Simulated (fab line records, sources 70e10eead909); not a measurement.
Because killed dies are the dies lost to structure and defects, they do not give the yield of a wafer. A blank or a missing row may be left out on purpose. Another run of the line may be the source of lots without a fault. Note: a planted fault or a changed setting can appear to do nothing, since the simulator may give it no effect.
One fault through the eyes of 2 desks | flow nand harc | only its own numbers are on each desk; what lay behind them is given at the end

== METROLOGY DESK ==
What the gauges read, lot by lot, whatever tool the lot ran on: means of the sampled wafers that have a number. A lot is out of limits, marked OUT, if its mean lies more than 4 standard deviations from the usual mean; the brackets give that distance.
Columns: A = overlay x nm at NHARC_A_M0_OVL_MEAS_10, usual -0.1 nm; B = overlay y nm at NHARC_A_M0_OVL_MEAS_10, usual 0.1 nm
lot  | first seen here | A             | B
L945 | day 17 07:46    | -0.8          | -0.2
L948 | day 17 16:08    | -1.0          | -0.2
L946 | day 18 02:25    | -0.8          | -0.4
L956 | day 20 04:47    | 7.9 (+11) OUT | 0.1
L958 | day 20 22:27    | -0.2          | 0.2
L957 | day 20 23:02    | 9.0 (+12) OUT | 0.4
L962 | day 21 16:37    | -0.5          | -0.7
L959 | day 22 02:37    | 9.2 (+12) OUT | 1.0
L964 | day 22 03:18    | 0.5           | -0.0
L965 | day 22 16:53    | -0.3          | -0.5
L968 | day 23 16:11    | 0.3           | 0.1
This desk finds L956, L957, L959 out of limits, L956 being first, at day 20 04:47 (overlay x nm at NHARC_A_M0_OVL_MEAS_10). L945, L948, L946, L958, L962, L964, L965, L968 stayed within limits.

== TOOL OWNER'S DESK, arfi scanner-03 ==
The tool's own readings at NHARC_A_M0_EXPOSE_06 (exposes mask A M0, target cd 80 nm): means of the sampled wafers that have a number, for each lot that ran on this tool. A lot is out of limits, marked OUT, if its mean lies more than 4 standard deviations from the usual mean; the brackets give that distance.
Columns: A = focus offset nm at NHARC_A_M0_EXPOSE_06, usual -0.1 nm
lot  | first seen here | A
L945 | day 17 07:33    | -0.8
L946 | day 18 02:12    | -0.3
L956 | day 20 04:34    | 0.1
L957 | day 20 22:48    | 0.1
L959 | day 22 02:24    | -0.3
This desk found nothing out of limits on any of the 5 lots.

== PUT TOGETHER ==
At day 20 04:47 the metrology desk could have sounded an alarm, on L956, L957, L959.
The tool owner's desk saw nothing out of limits.
On record at the tool owner's desk: L956, L957, L959, within its limits.
Of the lots named, all ran NHARC_A_M0_EXPOSE_06 on arfi scanner-03.

== WHAT THE SIMULATOR HAD INSERTED ==
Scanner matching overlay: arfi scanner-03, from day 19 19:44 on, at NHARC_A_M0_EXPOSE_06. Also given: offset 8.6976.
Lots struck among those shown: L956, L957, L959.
Time in hours between the start of the fault and the first out-of-limits reading at each desk: metrology desk, 9.
